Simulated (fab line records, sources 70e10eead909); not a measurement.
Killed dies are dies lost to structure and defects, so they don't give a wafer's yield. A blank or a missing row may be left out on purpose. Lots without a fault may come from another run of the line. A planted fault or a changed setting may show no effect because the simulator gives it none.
A struck lot beside a sound one | flow nand_harc | 20 steps out of a route of 1302
Sound: wafers L936.1, L936.4, L936.6. Struck: wafers L939.1, L939.3, L939.4. The cause comes at the end.
At each step with rows: each side's tool, then ch and its chambers, then its first start. Under that, the readings that differ: sound wafers | struck wafers | difference of the means | sigmas: that difference in standard deviations of wafers without a fault.
alike: readings whose means differ by less than 2 such deviations, and words and numbers that are the same on both sides. not compared: withheld readings, readings that some wafer has no value for, bounds like >300 that may hide the same value, and numbers for which the record gives no deviation and whose values overlap.
The two part at a step that has a row with sigmas, a row that says differs or no value, or rows on one side only. Numbers that don't overlap but have no deviation are shown without sigmas and don't part them. A reading that every wafer of one side lacks parts them only if that side has two wafers or more.

NHARC_P_ZERO_WELL_CD_MEAS_37: target cd 720 nm.
  sound on cd_sem-01 ch 0, day 5 08:10; struck on cd_sem-02 ch 0, day 6 14:05
  alike: cd_nm
then, 1 step without rows for these wafers: NHARC_P_ZERO_WELL_HARDBAKE_38 (time 80 s).
NHARC_P_ZERO_WELL_DESCUM_39: chemistry O2, time 3 s.
  sound on rie_diel-02 ch 0,3, day 5 08:20; struck on rie_diel-01 ch 0,1,3, day 6 14:16
  alike: drypump_motor_current_A, oes_product_au, rf_vpp_V, showerhead_plenum_p_Torr, throttle_valve_pct
  not compared: rf_hours_counter_h
then, 9 steps without rows for these wafers: NHARC_P_ZERO_WELL_IMPLANT_40; NHARC_P_ZERO_WELL_IMPLANT_59; NHARC_P_ZERO_WELL_IMPLANT_60; NHARC_P_ZERO_WELL_STRIP_41 (strips in SPM, time 840 s); NHARC_P_ZERO_WELL_DEHYDRATE_44 (time 120 s); NHARC_P_ZERO_WELL_HMDS_45 (time 30 s); NHARC_P_ZERO_WELL_COAT_46; NHARC_P_ZERO_WELL_SOFTBAKE_47 (time 95 s); NHARC_P_ZERO_WELL_EBR_48.
NHARC_P_ZERO_WELL_EXPOSE_49: exposes mask P HVPW, target cd 2000 nm.
  sound on krf_scanner-02 ch 0, day 5 09:39; struck on krf_scanner-03 ch 0, day 6 15:27
  reading | sound                      | struck                              | difference | sigmas
  mask    | P_HVPW#0 P_HVPW#0 P_HVPW#0 | P_HVPW_R1#0 P_HVPW_R1#0 P_HVPW_R1#0 | differs    |
then, 2 steps without rows for these wafers: NHARC_P_ZERO_WELL_PEB_50 (peb time 85 s); NHARC_P_ZERO_WELL_DEVELOP_51 (time 70 s).
NHARC_P_ZERO_WELL_CD_MEAS_52: target cd 2000 nm.
  sound on cd_sem-02 ch 0, day 5 09:49; struck on cd_sem-01 ch 0, day 6 15:37
  reading    | sound                | struck               | difference | sigmas
  cd_nm (nm) | 1999.7 1999.1 1998.3 | 1860.0 1859.6 1862.2 | -138.4     | -66
then, 1 step without rows for these wafers: NHARC_P_ZERO_WELL_HARDBAKE_53 (time 80 s).
NHARC_P_ZERO_WELL_DESCUM_54: chemistry O2, time 3 s.
  sound on rie_diel-02 ch 0,1,3, day 5 10:00; struck on rie_diel-01 ch 0,1,2, day 6 15:47
  reading                      | sound          | struck         | difference | sigmas
  model.P_ZERO_WELL.cd_nm (nm) | 2000 1999 2000 | 1859 1860 1861 | -140       |
  alike: drypump_motor_current_A, oes_product_au, rf_vpp_V, showerhead_plenum_p_Torr, throttle_valve_pct
  not compared: rf_hours_counter_h
then, 1 step without rows for these wafers: NHARC_P_ZERO_WELL_IMPLANT_55.
-- the record jumps here: 22 days lie between the struck wafers' starts before and after (it left off in module P_ZERO_WELL and takes up again in module END, whose first step shown is number 1302 of the route) --
NHARC_END_SORT_01:
  the record has rows for the struck wafers here (prober-01 ch 0, day 28 20:30) and none for the sound ones

WHERE THEY PART
First at NHARC_P_ZERO_WELL_EXPOSE_49; last, within this record, at NHARC_END_SORT_01.

WHY: what the simulator had put in
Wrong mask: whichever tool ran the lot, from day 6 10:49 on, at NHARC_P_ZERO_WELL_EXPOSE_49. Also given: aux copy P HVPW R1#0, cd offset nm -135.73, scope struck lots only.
